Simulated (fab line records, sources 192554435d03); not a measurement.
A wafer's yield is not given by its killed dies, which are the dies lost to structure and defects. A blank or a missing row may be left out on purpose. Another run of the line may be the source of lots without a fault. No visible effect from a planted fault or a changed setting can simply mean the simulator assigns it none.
Chamber matching | flow n5-finfet | N5_SD_EPI_P_ETCH_36 on rie-diel-06 has 4 sister chambers
The step etches SiARC in CF4, target depth 45.5 nm, time 75.8 s. 18 wafers are shown with their chamber, then 9 later ones without.

WAFERS WITH THEIR CHAMBER
wafer  | chamber | drypump-motor-current-A (A) | showerhead-plenum-p-Torr (Torr) | throttle-valve-pct (%)
L074.1 | 2       | 6.1                         | 2.15                            | 15.51
L074.5 | 3       | 5.2                         | 2.27                            | 15.22
L074.6 | 2       | 6.1                         | 2.15                            | 15.53
L076.1 | 1       | 5.4                         | 2.11                            | 15.72
L076.2 | 2       | 6.1                         | 2.15                            | 15.53
L076.3 | 0       | 5.6                         | 2.24                            | 15.60
L076.4 | 3       | 5.2                         | 2.27                            | 15.25
L076.5 | 3       | 5.2                         | 2.27                            | 15.25
L076.6 | 0       | 5.6                         | 2.24                            | 15.58
L083.1 | 3       | 5.2                         | 2.26                            | 15.27
L083.2 | 2       | 6.1                         | 2.15                            | 15.56
L083.3 | 1       | 5.4                         | 2.10                            | 15.75
L084.2 | 2       | 6.1                         | 2.15                            | 15.57
L084.4 | 3       | 5.2                         | 2.26                            | 15.26
L084.5 | 2       | 6.0                         | 2.15                            | 15.57
L085.1 | 0       | 5.6                         | 2.23                            | 15.62
L085.3 | 3       | 5.2                         | 2.26                            | 15.27
L085.6 | 0       | 5.6                         | 2.23                            | 15.64

SIGNATURES (means of the wafers above)
reading                  | chamber 0 | chamber 1 | chamber 2 | chamber 3 | scatter within a chamber
drypump-motor-current-A  | 5.600     | 5.400     | 6.083     | 5.200     | 0.0244
showerhead-plenum-p-Torr | 2.2350    | 2.1050    | 2.1500    | 2.2650    | 0.00463
throttle-valve-pct       | 15.6100   | 15.7350   | 15.5450   | 15.2533   | 0.0229
Rule: a wafer's distance from a chamber is the root of the sum, over the readings, of the square of ((its reading less the chamber's mean) divided by the reading's scatter). The wafer belongs to the nearest chamber; if the next one is less than 2 further off, it can't be placed. How the scatter is found: for the shown wafers, subtract from each reading the mean of its chamber, square and add these, divide the total by (wafers less chambers), then take the root.

WAFERS WITHOUT THEIR CHAMBER
wafer  | drypump-motor-current-A (A) | showerhead-plenum-p-Torr (Torr) | throttle-valve-pct (%)
L087.1 | 6.1                         | 2.15                            | 15.59
L087.2 | 5.4                         | 2.10                            | 15.76
L087.5 | 6.1                         | 2.15                            | 15.56
L088.3 | 5.6                         | 2.23                            | 15.62
L088.4 | 6.1                         | 2.15                            | 15.58
L088.5 | 5.4                         | 2.10                            | 15.76
L090.2 | 5.6                         | 2.23                            | 15.63
L090.5 | 6.1                         | 2.14                            | 15.59
L090.6 | 5.2                         | 2.26                            | 15.30

WHICH CHAMBER EACH ONE RAN IN
wafer  | from the rows above | in truth
L087.1 | 2                   | 2
L087.2 | 1                   | 1
L087.5 | 2                   | 2
L088.3 | 0                   | 0
L088.4 | 2                   | 2
L088.5 | 1                   | 1
L090.2 | 0                   | 0
L090.5 | 2                   | 2
L090.6 | 3                   | 3
Correctly placed: 9 of 9. Not placeable from these rows: 0. Placed wrongly: 0.
